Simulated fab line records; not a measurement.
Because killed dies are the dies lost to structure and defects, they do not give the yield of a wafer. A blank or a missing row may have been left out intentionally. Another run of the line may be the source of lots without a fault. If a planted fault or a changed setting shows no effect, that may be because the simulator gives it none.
Which tool is to blame? | flow n5 finfet | 10 lots, 29 wafers sampled, at 7 steps of a route of 1938

== WHAT THE GAUGES READ, wafer by wafer ==
N5_FIN_SAQP_INSPECT_40: inspects for defects (brightfield).
lot  | measured    | on                | raw defect count
L918 | day 2 03:52 | defect inspect-02 | 276 360 309
L919 | day 2 15:40 | defect inspect-01 | 239 360 401
L921 | day 2 21:40 | defect inspect-02 | 184 313 163
L924 | day 3 14:10 | defect inspect-01 | 409 310 237
L925 | day 3 21:26 | defect inspect-01 | 219 285 221
L927 | day 4 07:55 | defect inspect-01 | 259 250
L928 | day 4 17:30 | defect inspect-01 | 202 188 179
L935 | day 6 08:51 | defect inspect-01 | 781 735 867
L936 | day 6 14:10 | defect inspect-01 | 639 612 643
L938 | day 7 04:32 | defect inspect-02 | 267 425 213

N5_FIN_CUT_CD_MEAS_08: target cd 29.1 nm.
lot  | measured    | on        | cd nm (nm)
L918 | day 2 04:19 | cd sem-02 | 29.0 29.0 29.0
L919 | day 2 16:05 | cd sem-03 | 29.4 28.9 29.7
L921 | day 2 22:06 | cd sem-01 | 29.0 29.0 29.5
L924 | day 3 14:35 | cd sem-02 | 29.5 29.4 29.7
L925 | day 3 21:44 | cd sem-01 | 29.4 29.1 29.1
L927 | day 4 08:13 | cd sem-01 | 29.4 29.0
L928 | day 4 17:56 | cd sem-02 | 29.6 29.7 29.6
L935 | day 6 09:17 | cd sem-02 | 29.2 29.2 29.3
L936 | day 6 14:35 | cd sem-01 | 29.3 29.6 29.2
L938 | day 7 04:50 | cd sem-02 | 29.0 29.8 29.4

N5_FIN_CUT_INSPECT_10: inspects for defects (brightfield).
lot  | measured    | on                | raw defect count
L918 | day 2 04:25 | defect inspect-01 | 49 67 59
L919 | day 2 16:11 | defect inspect-01 | 60 62 86
L921 | day 2 22:11 | defect inspect-02 | 41 40 42
L924 | day 3 14:40 | defect inspect-02 | 65 49 38
L925 | day 3 21:50 | defect inspect-01 | 54 32 44
L927 | day 4 08:18 | defect inspect-02 | 44 44
L928 | day 4 18:01 | defect inspect-01 | 29 26 35
L935 | day 6 09:22 | defect inspect-01 | 470 440 514
L936 | day 6 14:41 | defect inspect-01 | 444 419 468
L938 | day 7 04:56 | defect inspect-01 | 53 62 25

N5_FIN_CUT_INSPECT_17: inspects for defects (brightfield).
lot  | measured    | on                | raw defect count
L918 | day 2 05:34 | defect inspect-02 | 256 329 308
L919 | day 2 17:08 | defect inspect-01 | 254 373 398
L921 | day 2 23:08 | defect inspect-02 | 188 308 168
L924 | day 3 15:40 | defect inspect-01 | 400 305 253
L925 | day 3 22:46 | defect inspect-02 | 227 281 226
L927 | day 4 10:15 | defect inspect-02 | 246 240
L928 | day 4 19:08 | defect inspect-01 | 219 170 190
L935 | day 6 10:19 | defect inspect-02 | 771 741 849
L936 | day 6 15:38 | defect inspect-02 | 616 606 641
L938 | day 7 05:54 | defect inspect-02 | 281 419 215

== WHAT TOOL EACH LOT RAN ON (gives the tool, then ch and the chambers of the sampled wafers, and finally the start) ==
lot  | N5_FIN_SAQP_SPACER2_ETCHBACK_29   | N5_FIN_SAQP_HM_OPEN_33            | N5_FIN_SAQP_FIN_ETCH_36
L918 | rie diel-01 ch 2,3, day 2 02:59   | rie diel-06 ch 1,3, day 2 03:19   | rie si-04 ch 1,2, day 2 03:36
L919 | rie diel-06 ch 1,2, day 2 14:49   | rie diel-01 ch 1,3, day 2 15:07   | rie si-04 ch 0,1,2, day 2 15:25
L921 | rie diel-01 ch 0,2,3, day 2 20:50 | rie diel-06 ch 0,1,2, day 2 21:08 | rie si-01 ch 1,2,3, day 2 21:25
L924 | rie diel-06 ch 0,1, day 3 13:14   | rie diel-03 ch 0,1,2, day 3 13:37 | rie si-05 ch 0,2,3, day 3 13:55
L925 | rie diel-01 ch 0,3, day 3 20:37   | rie diel-06 ch 0,2, day 3 20:54   | rie si-05 ch 0,1,2, day 3 21:11
L927 | rie diel-06 ch 0,3, day 4 07:07   | rie diel-01 ch 0,1, day 4 07:22   | rie si-05 ch 1,2, day 4 07:40
L928 | rie diel-03 ch 0,1, day 4 16:38   | rie diel-03 ch 0,2,3, day 4 16:58 | rie si-01 ch 1,2, day 4 17:15
L935 | rie diel-03 ch 0,2,3, day 6 08:02 | rie diel-06 ch 0,1,2, day 6 08:19 | rie si-01 ch 0,2, day 6 08:36
L936 | rie diel-01 ch 0,3, day 6 13:16   | rie diel-06 ch 0,2, day 6 13:38   | rie si-05 ch 0,2,3, day 6 13:55
L938 | rie diel-03 ch 0,2,3, day 7 03:23 | rie diel-03 ch 1,2, day 7 03:59   | rie si-04 ch 1,2,3, day 7 04:17
- N5_FIN_SAQP_SPACER2_ETCHBACK_29: etches SiO2 in CHF3/O2, target depth 12.2 nm, time 6.1 s.
- N5_FIN_SAQP_HM_OPEN_33: chemistry CH3F/O2, target SiNx, target depth 49.4 nm, time 70.6 s.
- N5_FIN_SAQP_FIN_ETCH_36: etches the open film in HBr/Cl2/O2, target depth 120 nm, time 50.4 s.

== WHAT THE TOOLS THEMSELVES READ (means of the sampled wafers that have a number; where no wafer has one, the mark that the record gives instead) ==
N5_FIN_SAQP_SPACER2_ETCHBACK_29.
lot  | tool        | drypump motor current A (A) | oes_f_703_au (a.u.) | oes product au (a.u.) | rf vpp V (V) | showerhead plenum p Torr (Torr) | throttle valve pct (%)
L918 | rie diel-01 | 6.2                         | 0.76                | 0.75                  | 534          | 2.43                            | 19.25
L919 | rie diel-06 | 6.1                         | 0.73                | 0.75                  | 526          | 2.47                            | 19.00
L921 | rie diel-01 | 6.3                         | 0.75                | 0.76                  | 530          | 2.47                            | 19.16
L924 | rie diel-06 | 6.0                         | 0.78                | 0.79                  | 512          | 2.53                            | 19.01
L925 | rie diel-01 | 6.2                         | 0.78                | 0.77                  | 535          | 2.44                            | 19.11
L927 | rie diel-06 | 5.5                         | 0.85                | 0.86                  | 513          | 2.52                            | 18.93
L928 | rie diel-03 | 5.9                         | 0.82                | 0.78                  | 501          | 2.44                            | 19.19
L935 | rie diel-03 | 5.9                         | 0.77                | 0.77                  | 515          | 2.39                            | 18.77
L936 | rie diel-01 | 6.2                         | 0.76                | 0.75                  | 535          | 2.43                            | 19.15
L938 | rie diel-03 | 5.9                         | 0.77                | 0.76                  | 515          | 2.38                            | 18.78

N5_FIN_SAQP_HM_OPEN_33.
lot  | tool        | drypump motor current A (A) | etch rf on time s (s) | oes_f_703_au (a.u.) | oes product au (a.u.) | rf vpp V (V) | showerhead plenum p Torr (Torr) | throttle valve pct (%)
L918 | rie diel-06 | 6.1                         | 71.7                  | 0.69                | 0.61                  | 301          | 2.08                            | 16.66
L919 | rie diel-01 | 6.0                         | 67.5                  | 0.77                | 0.65                  | 303          | 1.97                            | 16.53
L921 | rie diel-06 | 5.9                         | 70.7                  | 0.77                | 0.67                  | 291          | 2.06                            | 16.36
L924 | rie diel-03 | 5.7                         | 70.1                  | 0.80                | 0.68                  | 293          | 2.02                            | 16.38
L925 | rie diel-06 | 5.5                         | 69.3                  | 0.78                | 0.67                  | 286          | 2.03                            | 16.25
L927 | rie diel-01 | 6.2                         | 71.7                  | 0.74                | 0.66                  | 300          | 2.01                            | 16.35
L928 | rie diel-03 | 6.0                         | 69.0                  | 0.79                | 0.68                  | 293          | 1.99                            | 16.20
L935 | rie diel-06 | 5.9                         | 69.9                  | 0.75                | 0.64                  | 292          | 2.05                            | 16.43
L936 | rie diel-06 | 5.6                         | 71.4                  | 0.79                | 0.66                  | 286          | 2.07                            | 16.32
L938 | rie diel-03 | 5.4                         | 70.8                  | 0.80                | 0.68                  | 297          | 2.01                            | 16.34

N5_FIN_SAQP_FIN_ETCH_36.
lot  | tool      | drypump motor current A (A) | oes product au (a.u.) | throttle valve pct (%)
L918 | rie si-04 | 5.5                         | 1.011                 | 36.0
L919 | rie si-04 | 5.7                         | 0.994                 | 35.9
L921 | rie si-01 | 5.3                         | 0.999                 | 36.1
L924 | rie si-05 | 5.6                         | 0.981                 | 36.3
L925 | rie si-05 | 5.6                         | 0.984                 | 35.9
L927 | rie si-05 | 5.9                         | 1.011                 | 35.9
L928 | rie si-01 | 5.3                         | 0.997                 | 36.3
L935 | rie si-01 | 5.6                         | 1.011                 | 35.7
L936 | rie si-05 | 5.6                         | 0.984                 | 36.3
L938 | rie si-04 | 5.6                         | 1.008                 | 36.0

== THE ANSWER, worked out from the rows above alone ==
Rule: the lots themselves supply what counts as usual. The widest of any qualifying gaps counts: lots, ordered by their means at a reading, are off when they make up no more than a third of the lots, leave a main group of 4 or more, and stand apart from it by 3 or more times the standard deviation of that group's means. A main group is skipped when, at the precision printed for the reading in the tables above, its means are all equal. A lot without any number at a reading at which 4 lots or more have one is off too. All remaining lots with rows at the step are treated as sound. Order of review: gauges by route order, followed by the tools' own readings, for which a lot's mean as printed above is used. The first step at which some lot is off is used, and at that step the reading that is off furthest; a lot without a number counts as furthest.
Off: L935, L936 (N5_FIN_SAQP_INSPECT_40, raw defect count). The main group: mean 272, standard deviation 49.
If a tool, at a process step before that reading, ran all the lots that are off and no sound lot after the first of them, it fits. Not tried: the gauges at N5_FIN_SAQP_INSPECT_40; whatever is off there is also off at N5_FIN_CUT_INSPECT_17, on other tools, and gauge error can't account for it. One fits: N5_FIN_SAQP_HM_OPEN_33 on rie diel-06. Its last sound lot is L925 (day 3 20:54), its first lot that is off L935 (day 6 08:19): a fault that began between those two fits.

== WHAT THE SIMULATOR HAD INSERTED ==
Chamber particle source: rie diel-06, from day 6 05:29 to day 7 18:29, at N5_FIN_SAQP_HM_OPEN_33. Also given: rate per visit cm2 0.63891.
Shown lots that were struck: L935, L936. The rule given above showed the same thing.
